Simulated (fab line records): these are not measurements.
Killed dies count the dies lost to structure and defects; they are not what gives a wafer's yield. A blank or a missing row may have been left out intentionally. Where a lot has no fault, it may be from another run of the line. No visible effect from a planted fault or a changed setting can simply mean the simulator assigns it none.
Matching of chambers	flow n5-finfet	N5_BEOL_M5_ALD_86 on ald-metal-04: 4 sister chambers
The step deposits TaN, pulse time 2 s, purge time 3 s, co reactant purge time 2 s. 8 wafers are shown with their chamber, then 10 later ones without.

== EACH WAFER AND ITS CHAMBER ==
wafer	chamber	heater-power-w (W)	mfc-carrier-sccm (sccm)
L079.4	1	389	1495
L085.4	1	389	1499
L086.2	0	451	1497
L088.2	0	451	1496
L088.5	2	508	1508
L088.6	3	437	1494
L087.1	3	433	1498
L087.2	2	505	1502

== WAFERS WITH NO CHAMBER GIVEN ==
wafer	heater-power-w (W)	mfc-carrier-sccm (sccm)
L087.6	505	1494
L090.2	428	1500
L090.3	381	1496
L090.4	453	1493
L096.1	494	1504
L096.2	434	1493
L096.4	447	1495
L097.4	388	1499
L097.5	445	1501
L097.6	389	1503

== WHICH CHAMBER EACH ONE RAN IN ==
wafer	from the rows above	in truth
L087.6	2	2
L090.2	3	3
L090.3	1	1
L090.4	0	0
L096.1	2	2
L096.2	3	3
L096.4	0	0
L097.4	1	1
L097.5	0	0
L097.6	1	1
Correctly placed: 10 of 10. From these rows, 0 cannot be placed. 0 placed wrongly.
How it was worked out, from the rows above alone: a wafer's distance from a chamber is the root of the sum, over the readings, of the square of ((its reading less the chamber's mean) divided by the reading's scatter). The wafer belongs to the nearest chamber; if the next one is less than 2 further off, it can't be placed. A chamber's mean is the mean of its shown wafers. How the scatter is found: for the shown wafers, subtract from each reading the mean of its chamber, square and add these, divide the total by (wafers less chambers), then take the root.
